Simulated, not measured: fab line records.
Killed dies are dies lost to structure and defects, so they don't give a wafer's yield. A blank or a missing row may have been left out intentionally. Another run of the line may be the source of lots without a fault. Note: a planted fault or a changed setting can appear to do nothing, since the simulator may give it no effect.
Chamber matching | flow nand harc | NHARC_A_CONTACT_ETCH_48 on rie diel-04: 4 sister chambers
The step etches the open film in CF4, target depth 39 nm, time 65 s. 7 wafers are shown with their chamber, then 7 later ones without.

## WAFERS WITH THEIR CHAMBER
wafer  | chamber | oes product au (a.u.) | showerhead plenum p Torr (Torr)
L075.6 | 2       | 1.005                 | 1.75
L081.2 | 0       | 0.989                 | 1.89
L081.3 | 1       | 0.981                 | 1.87
L082.3 | 0       | 0.985                 | 1.89
L082.5 | 3       | 0.994                 | 1.91
L087.1 | 3       | 0.998                 | 1.90
L087.2 | 1       | 0.976                 | 1.87

## WAFERS WHOSE CHAMBER IS MISSING
wafer  | oes product au (a.u.) | showerhead plenum p Torr (Torr)
L087.4 | 1.001                 | 1.88
L089.2 | 0.993                 | 1.74
L089.3 | 0.997                 | 1.88
L089.6 | 0.976                 | 1.87
L092.1 | 0.984                 | 1.90
L092.2 | 0.993                 | 1.73
L092.5 | 0.995                 | 1.74

## THE CHAMBER EACH PASSED THROUGH
wafer  | from the rows above     | in truth
L087.4 | can't be placed: 0 or 3 | 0
L089.2 | 2                       | 2
L089.3 | 0                       | 0
L089.6 | 1                       | 1
L092.1 | can't be placed: 0 or 3 | 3
L092.2 | 2                       | 2
L092.5 | 2                       | 2
Correct placement for 5 of the 7. These rows do not allow placing 2 (true chamber among the candidates in 2). Number placed wrongly: 0.
How it was worked out, from the rows above alone: a wafer's distance from a chamber is the root of the sum, over the readings, of the square of ((its reading less the chamber's mean) divided by the reading's scatter). If the next closest chamber is less than 2 further off than the closest, the wafer can't be placed; otherwise it belongs to the closest. For every chamber, the mean is computed from those of its wafers that are shown. The scatter: the root of (the sum of the squares of (reading less its chamber's mean) over the shown wafers, divided by (wafers less chambers)).
